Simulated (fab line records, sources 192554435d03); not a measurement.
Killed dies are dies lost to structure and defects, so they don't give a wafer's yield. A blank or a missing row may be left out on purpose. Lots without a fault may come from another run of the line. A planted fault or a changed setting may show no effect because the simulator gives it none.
Split-lot experiment | flow n5_finfet | 7 lots, 21 wafers read, on a route of 1938 steps

THE SPLIT
At N5_BEOL_M13_ILD_DEP_00 (deposits SiOC from DEMS/O2, target thk 837.92 nm, time 166.4 s), the setting time_s was moved away from the recipe's 166.4 s on 6 of the 21 wafers read, by -12.9% to +8.3%. The other wafers ran this setting at the recipe's value.

The file shows no step between the split and the reading.

THE READING
M13_ILD_THK, in nm, at N5_BEOL_M13_THK_MEAS_01. Fault-free wafers of this fab line usually give 845 nm, standard deviation 11 nm.

wafer  | tool, chamber at the split | time_s as run, s | against the recipe | M13_ILD_THK, nm | against lot-mates on the recipe
L075.1 | pecvd-02, 0                | 166.4            | recipe             | 838             | -
L075.3 | pecvd-02, 1                | 166.4            | recipe             | 856             | -
L075.4 | pecvd-02, 0                | 148.9            | -10.5%             | 768             | -79
L078.2 | pecvd-04, 1                | 166.4            | recipe             | 835             | -
L078.4 | pecvd-04, 1                | 166.4            | recipe             | 826             | -
L078.5 | pecvd-04, 2                | 166.4            | recipe             | 846             | -
L077.2 | pecvd-03, 2                | 166.4            | recipe             | 846             | -
L077.3 | pecvd-03, 1                | 166.4            | recipe             | 845             | -
L077.4 | pecvd-03, 2                | 166.4            | recipe             | 857             | -
L081.3 | pecvd-04, 1                | 180.2            | +8.3%              | 908             | +64
L081.4 | pecvd-04, 2                | 166.4            | recipe             | 847             | -
L081.6 | pecvd-04, 1                | 166.4            | recipe             | 840             | -
L079.3 | pecvd-03, 0                | 145              | -12.9%             | 729             | no lot-mate on the recipe
L079.4 | pecvd-03, 0                | 145              | -12.9%             | 733             | no lot-mate on the recipe
L079.6 | pecvd-03, 1                | 145              | -12.9%             | 738             | no lot-mate on the recipe
L082.2 | pecvd-04, 0                | 166.4            | recipe             | 846             | -
L082.4 | pecvd-04, 1                | 166.4            | recipe             | 850             | -
L082.5 | pecvd-04, 2                | 166.4            | recipe             | 855             | -
L088.3 | pecvd-04, 2                | 179              | +7.6%              | 886             | +39
L088.5 | pecvd-04, 2                | 166.4            | recipe             | 851             | -
L088.6 | pecvd-04, 1                | 166.4            | recipe             | 843             | -

THE FIT
A straight line over all 21 wafers: M13_ILD_THK changes by +8.05 nm for each +1% of time_s; r = +0.98; the points scatter about the line by 9.3 nm.
The same after taking each lot's own level away (the mean of its wafers on the recipe; 18 wafers): +7.03 nm for each +1%; r = +0.97; scatter 7.1 nm.
On that fit, the largest move of time_s shifts the reading by 90 nm.
The lots' own levels span 835.7 to 850.3 nm, that is 1.3 times the standard deviation above.
So the lot-to-lot level changes the slope: the two fits differ.
Check: with one of the wafers moved furthest among these (-10.5%) left out of the fit, the line predicts -69.4 nm for it against its lot-mates. It came out at -79 nm against them.

OTHER SPLITS ON THESE WAFERS
These wafers also went through other splits before the reading. Each is held against what the fit with the lots' levels taken away leaves over:
other split on the same wafers | wafers away from the commonest value | r with M13_ILD_THK (lot level and that fit taken away)
N5_BEOL_M11_COAT_22 spin_rpm   | 6                                    | -0.20

THE WHOLE CHAIN: every reading that the file lists as answering this split, in the file's order
step                    | what it does                                                    | reading                                                                             | change (the file's fit)              | r (the file's)
N5_BEOL_M13_ILD_DEP_00  | deposits SiOC from DEMS/O2, target thk 837.92 nm, time 166.4 s  | SiOC_of_BEOL_M13_ILD_DEP_00.thk_nm (the simulator's own value, which no gauge read) | +6.98 nm for each +1% of the setting | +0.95
N5_BEOL_M13_THK_MEAS_01 |                                                                 | M13_ILD_THK                                                                         | +7.02 for each +1% of the setting    | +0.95
N5_BEOL_M13_VIA_ETCH_16 | etches SiOC in C4F8/O2/Ar, target depth 921.7 nm                | etch.depth_nm (the simulator's own value, which no gauge read)                      | +6.99 nm for each +1% of the setting | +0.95
N5_BEOL_M13_ETCH_38     | etches SiCN in CF4/N2, target depth 67.5 nm, time 71.9 s        | SiOC_of_BEOL_M13_ILD_DEP_00.thk_nm (the simulator's own value, which no gauge read) | +6.83 nm for each +1% of the setting | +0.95
N5_BEOL_M13_CMP_49      | polishes, stops on SiOC, t overpolish 17.1 s, target thk 420 nm | SiOC_of_BEOL_M13_ILD_DEP_00.thk_nm (the simulator's own value, which no gauge read) | +6.86 nm for each +1% of the setting | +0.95

THE FILE'S OWN FIT
M13_ILD_THK changes by +7.02 nm for each +1% of time_s, r = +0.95.
